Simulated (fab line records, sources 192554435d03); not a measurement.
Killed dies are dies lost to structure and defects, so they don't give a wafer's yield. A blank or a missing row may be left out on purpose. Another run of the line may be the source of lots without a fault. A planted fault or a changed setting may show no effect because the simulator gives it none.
A struck lot beside a sound one | flow n5_finfet | 36 out of 1938 route steps
Sound: the wafers L233.2, L233.5, L233.6. Struck: wafer L235.3 (L235.1, L235.6, from the same lot, were not struck and are left out); the cause is given at the end.
For every step that has rows: the tool of each side, followed by ch and its chambers, followed by its first start. Under that, the readings that differ: sound wafers | struck wafers | difference of the means | sigmas: that difference in standard deviations of wafers without a fault.
alike: readings whose means differ by less than 2 such deviations, and words and numbers that are the same on both sides. not compared: withheld readings, readings that some wafer has no value for, bounds like >300 that may hide the same value, and numbers for which the record gives no deviation and whose values overlap.
Wherever a step has rows on one side only, a row that says differs or no value, or a row with sigmas, the two part there. Numbers that don't overlap but have no deviation are shown without sigmas and don't part them. A reading that every wafer of one side lacks parts them only if that side has two wafers or more.

first, 9 steps without rows for these wafers: N5_BEOL_M8_COAT_71 (time 60 s, resist thk 5 nm); N5_BEOL_M8_COAT_22 (resist thk 30 nm); N5_BEOL_M8_EBR_24; N5_BEOL_M8_SOFTBAKE_23 (time 60 s); N5_BEOL_M8_EXPOSE_25 (exposes mask V7, target cd 40 nm); N5_BEOL_M8_PEB_26 (peb time 60 s); N5_BEOL_M8_DEVELOP_27 (develop time 30 s); N5_BEOL_M8_DESCUM_33 (chemistry O2, time 7 s); N5_BEOL_M8_ETCH_72 (etches underlayer in N2/H2, target depth 6.5 nm, time 5.2 s).
N5_BEOL_M8_ETCH_65: etches SiARC in CF4, target depth 15.6 nm, time 26 s.
  sound on rie_diel-05 ch 1,2,3, day 14 21:07; struck on rie_diel-01 ch 3, day 14 23:26
  reading                         | sound             | struck | difference | sigmas
  rf_vpp_V (V)                    | 184.8 185.6 183.8 | 182.0  | -2.7       | -2
  showerhead_plenum_p_Torr (Torr) | 2.09 2.20 2.10    | 1.95   | -0.18      | -3
  alike: drypump_motor_current_A, etch_rf_on_time_s, oes_product_au, throttle_valve_pct
  not compared: rf_hours_counter_h
then, 25 steps without rows for these wafers: N5_BEOL_M8_ETCH_66 (etches SOC in N2/H2, target depth 80 nm, overetch 16 nm, time 120 s); N5_BEOL_M8_STRIP_69 (strips in N2/H2); N5_BEOL_M8_STRIP_73 (strips in N2/H2); N5_BEOL_M8_VIA_ETCH_34 (etches SiCOH lowk in C4F6/O2, target depth 125.5 nm, time 50.5 s); N5_BEOL_M8_STRIP_76 (strips in C4F6/O2); N5_BEOL_M8_STRIP_36 (strips in N2/H2); N5_BEOL_M8_TRENCH_ETCH_37 (etches SiCOH lowk in C4F6/O2, target depth 93.478 nm, time 31.2 s); N5_BEOL_M8_ETCH_41 (etches SiCN in CH3F/O2, target depth 31.9 nm, time 57.8 s); N5_BEOL_M8_STRIP_80 (strips in N2/H2, time 10 s); N5_BEOL_M8_HM_STRIP_39 (strips TiN in peroxide tin strip, target depth 25 nm, time 158 s); N5_BEOL_M8_SRD_40 (time 30 s); N5_BEOL_M8_PRECLEAN_42 (cleans in residue remover, time 60 s); N5_BEOL_M8_SRD_43 (time 30 s); N5_BEOL_M8_CURE_75 (cures SiCOH lowk, time 120 s); N5_BEOL_M8_DEGAS_44 (time 60 s); N5_BEOL_M8_PRE_CLEAN_45 (time 30 s); N5_BEOL_M8_ALD_77 (deposits TaN, target thk 2 nm, pulse time 2 s, purge time 3 s); N5_BEOL_M8_SURFACE_TREAT_79; N5_BEOL_M8_CVD_78 (deposits Co from CCTBA/H2, target thk 2 nm, time 142.3 s); N5_BEOL_M8_SPUTTER_48 (material Cu, target thk 10 nm, time 1.667 s); N5_BEOL_M8_ECD_50 (material Cu, target thk 300 nm); N5_BEOL_M8_ANNEAL_51 (time 90 s); N5_BEOL_M8_CMP_52 (polishes, stops on SiCOH lowk, t overpolish 6.9 s, target thk 80 nm); N5_BEOL_M8_PRE_CLEAN_55 (time 15 s); N5_BEOL_M8_DEP_56 (deposits SiCN from 3MS/NH3, target thk 10 nm, time 17.5 s).
-- the record jumps here: 3 days lie between the struck wafers' starts before and after (it left off in module BEOL_M8 and takes up again in module PASSIVATION, whose first step shown is number 1936 of the route) --
N5_PASSIVATION_PROBE_49:
  struck on prober-01, day 18 06:20; sound on prober-02, day 17 22:55
  reading                  | sound | struck | difference | sigmas
  defect_limited_yield (%) | 91.9  | 84.2   | -7.7       | -6
  killed_at_M4_up          | 11    | 111    | +100       | +17
  killed_dies              | 95    | 186    | +91        | +6
  killed_on_rim            | 15    | 28     | +13        | +4
  sort_bin_5_function (%)  | 4.3   | 9.0    | +4.7       | +5
  sort_n_pass              | 1085  | 994    | -91        | -6
  sort_yield_pct (%)       | 91.9  | 84.2   | -7.7       | -6
  alike: killed_at_M0_to_M3, killed_at_contacts, killed_at_front_end, killed_at_other, killed_open, killed_short, sort_bin_6_memory

## WHERE THEY PART
First at N5_BEOL_M8_ETCH_65; last, within this record, at N5_PASSIVATION_PROBE_49.

WHY: what had been put in by the simulator
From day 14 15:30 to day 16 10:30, rie_diel-01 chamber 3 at N5_BEOL_M8_ETCH_65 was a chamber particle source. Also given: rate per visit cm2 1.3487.
